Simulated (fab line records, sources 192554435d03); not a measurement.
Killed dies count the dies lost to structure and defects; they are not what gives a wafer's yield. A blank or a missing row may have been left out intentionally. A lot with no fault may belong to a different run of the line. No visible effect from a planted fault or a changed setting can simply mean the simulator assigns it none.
fab line records -- flow n5_finfet
record: lots: 4, wafers: 12, last_day: 15
route steps=1938 shown BEOL_M3@1015 BEOL_M4@1021 PASSIVATION@1936
lots that met no fault: taken from a fault-free run of the same line
start_h: hours from the record's opening day to when the first of the lot's shown wafers began -- wait_h: hours from the lot's prior step to this one -- " same as the row above -- L1.1+2: a single row standing in for several wafers -- - no value, or no start given -- * or withheld: withheld -- < > ~ a bound
route shown NAME@n: NAME is a module with steps in the file, n the number in the route of the first one -- usual: mean/standard deviation of fault-free wafers -- same: alike in all rows -- chamber/n: place in a boat -- sites: the reading at each site -- _std_site: the values' standard deviation -- _edge_site: mean of outer sites minus mean of inner sites -- radius_mm: for every site, how far away it sits from the centre of the wafer -- mask NAME#n: copy n -- behind: the last tool/chamber to shape the wafer -- hold: cause of the lot's hold/its duration in hours/its outcome -- device: which transistor (n, p or np) failed to switch -- end of line: the same wafers' tests at the end of the route -- step lacking rows: just its recipe -- killed: dies that structure and defects cost at the first sort, which is not the same as the wafer's yield -- map: a wafer's dies, marking killed ones x, the rest . and places with no die _
set.NAME: the setting as run; set.NAME@STEP: as run at that earlier step -- model.NAME: the simulator's own value behind a step, which no gauge read
certain route steps with their lots: each step a table, each wafer a row
services: from which hour (start_h, from the record's first day; less than 0 if before it) a tool's chamber was out of use, for how many hours, and why
== steps ==
step: N5_BEOL_M3_PRE_CLEAN_60
recipe: gas: NH3/H2, time_s: 15, temp_c: *, rf_power_w: 300
step: N5_BEOL_M3_CO_CAP_55
recipe: material: Co, target_thk_a: 20, temp_c: 200, precursor: CCTBA/H2, pressure_torr: 30, time_s: 102.1
step: N5_BEOL_M3_PRE_CLEAN_56
recipe: gas: NH3, time_s: 15, temp_c: withheld, rf_power_w: 300
step: N5_BEOL_M3_DEP_57
recipe: material: SiCN, target_thk_a: 80, temp_c: withheld, precursor: 3MS/NH3, pressure_torr: 3, rf_w: 202, time_s: 14
step: N5_BEOL_M4_ILD_DEP_00
recipe: material: SiOC, target_thk_a: 790, temp_c: 350, precursor: DEMS/O2, pressure_torr: 5, rf_w: 500, time_s: 15.3
step: N5_BEOL_M4_PECVD_72
recipe: material: SiO2, target_thk_a: 160, temp_c: 400, precursor: TEOS/O2, pressure_torr: 5.5, rf_w: 450, teos_flow_sccm: 53.8, gas: O2, flow_sccm: 3000, time_s: 18
step: N5_BEOL_M4_HM_DEP_02
recipe: material: TiN, target_thk_a: 200, temp_c: 25, chamber_pressure_pa: 0.49996
step: N5_BEOL_M4_COAT_61
recipe: resist: SOC, temp_c: 250, time_s: 60, spin_rpm: 1500, resist_thk_nm: 60
step: N5_BEOL_M4_COAT_62
recipe: resist: SiARC, temp_c: 220, time_s: 60, spin_rpm: 1500, resist_thk_nm: 12
usual: exhaust_pa: 44.9/0.84, spin_speed_rpm: 1500.0/1.2
lot.wafer,tool,chamber,start_h,wait_h,exhaust_pa,spin_speed_rpm,model.SiARC_of_BEOL_M4_COAT_62.thk_nm
L138.2,litho_track-04,0,174.61,-,45.1,1499.5,12
L138.5,litho_track-04,0,174.61,-,44.4,1499.7,12
L138.6,litho_track-04,0,174.61,-,45.0,1500.6,12
L143.1,litho_track-04,0,198.24,-,45.5,1377.6,12.6
L143.3,litho_track-04,0,198.24,-,47.4,1377.1,12.6
L143.6,litho_track-04,0,198.24,-,45.8,1376.7,12.6
L144.2,litho_track-04,0,203.45,-,45.9,1375.0,12.6
L144.3,litho_track-04,0,203.45,-,45.8,1377.7,12.6
L144.6,litho_track-04,0,203.45,-,45.7,1377.5,12.6
L150.1,litho_track-05,0,244.99,-,46.7,1500.9,12
L150.4,litho_track-05,0,244.99,-,46.4,1498.0,12
L150.6,litho_track-05,0,244.99,-,45.8,1500.8,12
step: N5_BEOL_M4_COAT_73
recipe: resist: underlayer, temp_c: 205, time_s: 60, spin_rpm: 1500, resist_thk_nm: 5
step: N5_BEOL_M4_COAT_05
recipe: resist: CAR-EUV, spin_rpm: 1500, resist_thk_nm: 30
step: N5_BEOL_M4_EBR_07
recipe: solvent: PGMEA, ebr_width_mm: 1.5
step: N5_BEOL_M4_SOFTBAKE_06
recipe: temp_c: 110, time_s: 60, resist: CAR-EUV
step: N5_BEOL_M4_EXPOSE_08
recipe: mask_id: M4, na: 0.33, source_shape: dipole, sigma_inner: 0.369, sigma_outer: 0.767, polarization: unpolarized, dose_mj: 41.25
step: N5_BEOL_M4_PEB_09
recipe: peb_temp_c: 100, peb_time_s: 60, resist: CAR-EUV
step: N5_BEOL_M4_DEVELOP_10
recipe: develop_time_s: 30, developer: TMAH, resist: CAR-EUV, rinse_liquid: surfactant_rinse, dry: air_spin, dev_temp_c: 23
step: N5_BEOL_M4_DESCUM_16
recipe: chemistry: O2, time_s: 7, source_power_w: 50, bias_power_w: 20, pressure_mtorr: 20, rf_frequency_hz: 2.712e+07, temp_c: 40, resist: CAR-EUV, o2_flow_sccm: 225
step: N5_BEOL_M4_ETCH_74
recipe: chemistry: N2/H2, target: underlayer, target_depth_a: 65, mask_material: CAR-EUV, time_s: 5.2, ion_energy_ev: 200, pressure_mtorr: 30, source_w: 840, bias_w: 150, n2_flow_sccm: 200, h2_flow_sccm: 200, ends: cleared
step: N5_BEOL_M4_ETCH_63
recipe: chemistry: CF4, target: SiARC, target_depth_a: 156, mask_material: CAR-EUV, time_s: 26, ion_energy_ev: 80, pressure_mtorr: 40, source_w: 545, bias_w: 36, Ar_flow_sccm: 100, cf4_flow_sccm: 100, ends: cleared
usual: drypump_motor_current_A: 5.7/0.54, etch_rf_on_time_s: 25.8/0.66, oes_product_au: 0.69/0.077, rf_vpp_V: 184.6/1, showerhead_plenum_p_Torr: 2.18/0.064, throttle_valve_pct: 15.54/0.2
lot.wafer,tool,chamber,start_h,wait_h,drypump_motor_current_A,etch_rf_on_time_s,oes_product_au,rf_hours_counter_h,rf_vpp_V,showerhead_plenum_p_Torr,throttle_valve_pct,model.etch.depth_nm,model.CAR-EUV_of_BEOL_M4_COAT_05.thk_nm
L138.2,rie_diel-03,3,175.18,0.0,5.9,25.6,0.70,99,183.1,2.07,15.60,12.05,11
L138.5,rie_diel-03,1,175.18,0.0,5.5,25.3,0.62,-,184.1,2.21,15.67,12.05,11
L138.6,rie_diel-03,2,175.18,0.0,5.0,25.4,0.71,-,184.9,2.18,15.81,12,11
L143.1,rie_diel-01,0,198.90,0.0,6.3,27.6,0.65,121,185.5,2.23,15.45,12.55,10.8
L143.3,rie_diel-01,1,198.90,0.0,5.7,27.3,0.56,255,183.7,2.04,15.68,12.55,10.6
L143.6,rie_diel-01,2,198.90,0.0,5.2,26.1,0.73,-,185.2,2.26,15.42,12.51,10.6
L144.2,rie_diel-03,1,204.01,0.0,5.4,26.2,0.62,190,185.4,2.21,15.69,12.54,10.8
L144.3,rie_diel-03,2,204.01,0.0,5.0,26.6,0.69,80,183.8,2.18,15.82,12.55,10.6
L144.6,rie_diel-03,3,204.01,0.0,5.9,26.6,0.70,-,183.5,2.07,15.62,12.54,10.8
L150.1,rie_diel-03,2,246.55,0.0,5.0,25.1,0.69,97,183.3,2.17,15.85,11.95,11.2
L150.4,rie_diel-03,1,246.55,0.0,5.5,25.0,0.61,207,183.6,2.20,15.72,12.04,11.2
L150.6,rie_diel-03,3,246.55,0.0,6.0,25.3,0.68,-,182.9,2.06,15.64,11.97,11.2
step: N5_BEOL_M4_ETCH_64
recipe: chemistry: N2/H2, target: SOC, target_depth_a: 750, overetch_a: 225, mask_material: SiARC, temp_c: 40, time_s: 121.9, ion_energy_ev: 200, pressure_mtorr: 30, source_w: 840, bias_w: 150, n2_flow_sccm: 200, h2_flow_sccm: 200
usual: drypump_motor_current_A: 5.7/0.54, oes_product_au: 0.61/0.068, rf_vpp_V: 525.2/2.4, showerhead_plenum_p_Torr: 2.59/0.085, throttle_valve_pct: 17.73/0.22
lot.wafer,tool,chamber,start_h,wait_h,drypump_motor_current_A,oes_product_au,rf_hours_counter_h,rf_vpp_V,showerhead_plenum_p_Torr,throttle_valve_pct,model.SiARC_of_BEOL_M4_COAT_62.thk_nm
L138.2,rie_diel-03,3,175.21,0.0,6.0,0.62,99,521.0,2.44,17.62,6.2
L138.5,rie_diel-03,1,175.21,0.0,5.5,0.55,-,527.8,2.63,17.84,6.2
L138.6,rie_diel-03,2,175.21,0.0,5.0,0.63,-,524.0,2.59,18.18,6.4
L143.1,rie_diel-01,0,198.93,0.0,6.4,0.59,121,526.8,2.66,17.58,7
L143.3,rie_diel-01,1,198.93,0.0,5.7,0.50,255,518.4,2.38,17.51,7
L143.6,rie_diel-01,2,198.93,0.0,5.2,0.63,-,527.3,2.71,17.73,6.4
L144.2,rie_diel-03,1,204.04,0.0,5.5,0.54,190,525.1,2.63,17.86,6.8
L144.3,rie_diel-03,2,204.04,0.0,5.0,0.61,80,524.1,2.59,18.19,6.8
L144.6,rie_diel-03,3,204.04,0.0,6.0,0.60,-,520.4,2.44,17.63,6.8
L150.1,rie_diel-03,2,246.58,0.0,5.0,0.60,98,524.7,2.58,18.22,6.2
L150.4,rie_diel-03,1,246.58,0.0,5.5,0.53,207,527.3,2.62,17.91,6.2
L150.6,rie_diel-03,3,246.58,0.0,6.0,0.60,-,520.6,2.43,17.69,6.2
step: N5_BEOL_M4_STRIP_65
recipe: chemistry: N2/H2, temp_c: 40, n2_flow_sccm: 200, h2_flow_sccm: 200, rf_frequency_hz: 6e+07
step: N5_BEOL_M4_RC_MEAS_101
usual: DIBL_N: 35.7/1.5, DIBL_P: 35.7/2, IOFF_N: 0.155/0.026, IOFF_P: 0.20/0.031, ION_N: 675/11, ION_P: 462/7.1, SS_N: 71.3/0.57, SS_P: 73.1/0.56, VT_N: 250/3, VT_P: -251/3
lot.wafer,tool,chamber,start_h,wait_h,DIBL_N[mV/V],DIBL_P[mV/V],IOFF_N[nA/um],IOFF_P[nA/um],ION_N[uA/um],ION_P[uA/um],SS_N[mV/dec],SS_P[mV/dec],VT_N[mV],VT_P[mV]
L138.2,prober-01,0,185.44,0.2,35.0,33.7,0.139,0.17,665,450,71.1,72.8,254,-255
L138.5,prober-01,0,185.44,0.2,38.3,38.5,0.208,0.25,685,462,71.3,73.7,247,-247
L138.6,prober-01,0,185.44,0.2,37.4,37.2,0.175,0.23,667,460,71.7,73.2,250,-250
L143.1,prober-01,0,216.55,0.0,33.7,34.7,0.141,0.18,675,470,70.6,72.7,249,-249
L143.3,prober-01,0,216.55,0.0,34.7,35.8,0.143,0.20,664,460,71.1,73.6,249,-249
L143.6,prober-01,0,216.55,0.0,32.6,33.5,0.121,0.17,680,472,70.2,72.5,251,-251
L144.2,prober-01,0,217.64,0.8,34.0,33.0,0.113,0.15,661,449,70.9,72.8,255,-257
L144.3,prober-01,0,217.64,0.8,34.4,34.9,0.131,0.18,680,473,71.6,73.0,252,-256
L144.6,prober-01,0,217.64,0.8,36.8,37.2,0.156,0.21,669,461,72.2,74.0,252,-251
L150.1,prober-02,0,255.81,0.0,37.1,37.3,0.178,0.22,680,463,71.2,72.8,250,-251
L150.4,prober-02,0,255.81,0.0,37.3,36.9,0.163,0.21,667,460,72.1,73.0,251,-252
L150.6,prober-02,0,255.81,0.0,37.5,37.2,0.184,0.21,684,460,71.9,73.3,248,-253
step: N5_PASSIVATION_PROBE_49
usual: defect_limited_yield: 91.4/1.5, killed_at_M0_to_M3: 34/10, killed_at_M4_up: 15/6, killed_at_contacts: 12/6, killed_at_front_end: 37/11, killed_at_other: 3.3/2.8, killed_dies: 101/18, killed_on_rim: 14/4.4, killed_open: 66/14, killed_short: 33/7.8, sort_bin_5_function: 5.0/0.97, sort_bin_6_memory: 3.2/0.72, sort_n_pass: 1079/18, sort_yield_pct: 91.4/1.5
same: gross_dies: 1180, killed_at_back_side: 0, sort_bin_4_leakage[%]: 0, sort_bin_8_speed[%]: 0
lot.wafer,tool,chamber,start_h,wait_h,defect_limited_yield[%],killed_at_M0_to_M3,killed_at_M4_up,killed_at_contacts,killed_at_front_end,killed_at_other,killed_dies,killed_on_rim,killed_open,killed_short,sort_bin_5_function[%],sort_bin_6_memory[%],sort_n_pass,sort_yield_pct[%]
L138.2,prober-02,-,302.34,0.1,88.6,23,14,19,68,11,135,15,83,50,6.6,4.6,1045,88.6
L138.5,prober-02,-,302.49,0.2,88.0,66,13,24,39,0,142,17,74,66,7.4,4.2,1038,88.0
L138.6,prober-02,-,302.54,0.3,90.1,33,14,14,49,7,117,14,75,37,6.3,3.4,1063,90.1
L143.1,prober-02,-,321.84,0.0,89.0,51,14,15,44,6,130,22,79,44,5.9,3.9,1050,89.0
L143.3,prober-02,-,321.94,0.1,92.2,32,10,11,37,2,92,13,50,42,5.0,2.3,1088,92.2
L143.6,prober-02,-,322.09,0.3,89.6,44,14,21,43,1,123,23,79,39,4.7,5.1,1057,89.6
L144.2,prober-02,-,330.91,0.1,93.1,22,15,18,26,1,82,4,51,28,4.1,2.5,1098,93.1
L144.3,prober-02,-,330.96,0.1,91.3,35,9,15,43,1,103,13,60,37,5.3,3.1,1077,91.3
L144.6,prober-02,-,331.11,0.3,93.6,16,14,18,26,2,76,9,55,18,4.0,2.3,1104,93.6
L150.1,prober-01,-,363.85,0.0,91.4,23,7,16,55,0,101,9,71,27,5.3,2.8,1079,91.4
L150.4,prober-01,-,364.00,0.2,90.8,35,9,23,41,0,108,17,80,28,6.0,2.9,1072,90.8
L150.6,prober-01,-,364.10,0.3,90.3,27,19,20,48,0,114,19,76,35,6.3,3.1,1066,90.3
killed by level:class
L138.2 FIN_SAQP:geometric_particle:open=22 FIN_SAQP:geometric_particle:short=19 MOL_CONTACT_COAG:geometric_particle:open=13 BEOL_M0_SAQP:geometric_particle:open=8 BEOL_M4:geometric_particle:open=7 MOL_CONTACT_COAG:geometric_particle:short=6 PAD_METAL:geometric_particle:open=6 DUMMY_GATE:geometric_particle:open=5
L138.5 BEOL_M0_SAQP:geometric_particle:short=26 MOL_CONTACT_COAG:geometric_particle:open=19 BEOL_M0_SAQP:geometric_particle:open=16 BEOL_M3:geometric_particle:short=7 FIN_SAQP:geometric_particle:short=6 FIN_SAQP:geometric_particle:open=6 DUMMY_GATE:geometric_particle:open=5 SPACER0:geometric_particle:short=5
L138.6 DUMMY_GATE:geometric_particle:open=12 MOL_CONTACT_COAG:geometric_particle:open=11 BEOL_M0_SAQP:geometric_particle:short=9 FIN_SAQP:geometric_particle:open=8 FIN_SAQP:geometric_particle:short=6 BEOL_M3:geometric_particle:open=5 BEOL_M0_SAQP:geometric_particle:open=5 BEOL_M4:geometric_particle:open=5
L143.1 BEOL_M0_SAQP:geometric_particle:short=18 BEOL_M0_SAQP:geometric_particle:open=18 MOL_CONTACT_COAG:geometric_particle:open=13 DUMMY_GATE:geometric_particle:open=7 BEOL_M1:geometric_particle:open=7 HKMG_FIN:area_etch=7 BEOL_M4:geometric_particle:open=6 FIN_SAQP:geometric_particle:open=4
L143.3 BEOL_M0_SAQP:geometric_particle:open=12 BEOL_M0_SAQP:geometric_particle:short=12 DUMMY_GATE:geometric_particle:open=9 MOL_CONTACT_COAG:geometric_particle:open=9 FIN_SAQP:geometric_particle:short=7 FIN_SAQP:geometric_particle:open=4 STI_FIN_REVEAL:geometric_particle:open=3 BEOL_M0:geometric_particle:short=3
L143.6 MOL_CONTACT_COAG:geometric_particle:open=16 BEOL_M0_SAQP:geometric_particle:short=14 BEOL_M0_SAQP:geometric_particle:open=10 BEOL_M1:geometric_particle:open=9 DUMMY_GATE:geometric_particle:open=7 STI_FIN_REVEAL:geometric_particle:open=6 FIN_SAQP:geometric_particle:open=5 FIN_CUT:geometric_particle:open=5
L144.2 MOL_CONTACT_COAG:geometric_particle:open=16 BEOL_M0_SAQP:geometric_particle:open=6 FIN_SAQP:geometric_particle:short=5 BEOL_M0_SAQP:geometric_particle:short=5 BEOL_M5:geometric_particle:short=5 BEOL_M1:geometric_particle:open=4 BEOL_M4:geometric_particle:open=3 STI_FIN_REVEAL:geometric_particle:open=3
L144.3 STI_FIN_REVEAL:geometric_particle:open=15 MOL_CONTACT_COAG:geometric_particle:open=13 FIN_SAQP:geometric_particle:short=8 BEOL_M1:geometric_particle:open=8 BEOL_M1:geometric_particle:short=5 BEOL_M2:geometric_particle:open=5 BEOL_M0_SAQP:geometric_particle:short=4 BEOL_M0:geometric_particle:short=4
L144.6 MOL_CONTACT_COAG:geometric_particle:open=14 STI_FIN_REVEAL:geometric_particle:open=7 BEOL_M4:geometric_particle:open=6 DUMMY_GATE:geometric_particle:open=4 MOL_CONTACT_COAG:geometric_particle:short=4 BEOL_M2:geometric_particle:open=4 GATE_CUT:geometric_particle:short=3 BEOL_M0_SAQP:geometric_particle:open=3
L150.1 STI_FIN_REVEAL:geometric_particle:open=14 MOL_CONTACT_COAG:geometric_particle:open=14 FIN_SAQP:geometric_particle:open=9 BEOL_M3:geometric_particle:open=8 FIN_SAQP:geometric_particle:short=7 GATE_CUT:geometric_particle:short=5 BEOL_M0_SAQP:geometric_particle:short=5 DUMMY_GATE:geometric_particle:open=4
L150.4 MOL_CONTACT_COAG:geometric_particle:open=17 BEOL_M2:geometric_particle:open=14 STI_FIN_REVEAL:geometric_particle:open=12 BEOL_M3:geometric_particle:open=8 FIN_SAQP:geometric_particle:open=6 GATE_CUT:geometric_particle:short=6 MOL_CONTACT_COAG:geometric_particle:short=6 GATE_CUT:geometric_particle:open=5
L150.6 FIN_SAQP:geometric_particle:short=14 MOL_CONTACT_COAG:geometric_particle:open=14 STI_FIN_REVEAL:geometric_particle:open=12 FIN_SAQP:geometric_particle:open=10 BEOL_M0_SAQP:geometric_particle:open=8 MOL_CONTACT_COAG:geometric_particle:short=6 BEOL_M1:geometric_particle:open=5 BEOL_M4:geometric_particle:open=5
== services ==
tool,chamber,start_h,hours,kind
rie_diel-01,3,172.08,16.0,repair
rie_diel-01,1,175.77,9.0,repair
rie_diel-03,3,184.82,4.3,repair
rie_diel-01,3,188.14,-,clean
rie_diel-01,3,188.14,-,consumable_replace:focus_ring
rie_diel-01,3,188.14,25.6,scheduled_down
rie_diel-01,3,188.14,25.6,vent_cycle
rie_diel-01,1,213.94,-,clean
rie_diel-01,1,213.94,-,consumable_replace:focus_ring
rie_diel-01,1,213.94,-,consumable_replace:showerhead
rie_diel-01,1,213.94,18.5,scheduled_down
rie_diel-01,1,213.94,18.5,vent_cycle
== key ==
first_sign: step: N5_BEOL_M4_COAT_62, reading: spin_speed_rpm, direction: down, sigmas: 99+, usual: *, struck: *
effect none on later readings
model_effect: step: N5_BEOL_M4_COAT_62, value: SiARC_of_BEOL_M4_COAT_62.thk_nm, without: 12, struck: 12.6
model_effect: step: N5_BEOL_M4_ETCH_63, value: etch.depth_nm, without: 12.02, struck: 12.54
model_effect: step: N5_BEOL_M4_ETCH_64, value: SiARC_of_BEOL_M4_COAT_62.thk_nm, without: 6.333, struck: 6.8
met_at N5_BEOL_M4_COAT_62
struck_wafers L143.1,L143.3,L143.6,L144.2,L144.3,L144.6
onset_between 174.61 198.24
fault: kind: process_parameter_drift, tool: litho_track-04, chamber: -, onset_h: 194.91, steps: N5_BEOL_M4_COAT_62, channel: spin_rpm, offset: *, shape: step, end_h: 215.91, acts_in: *, stated: *
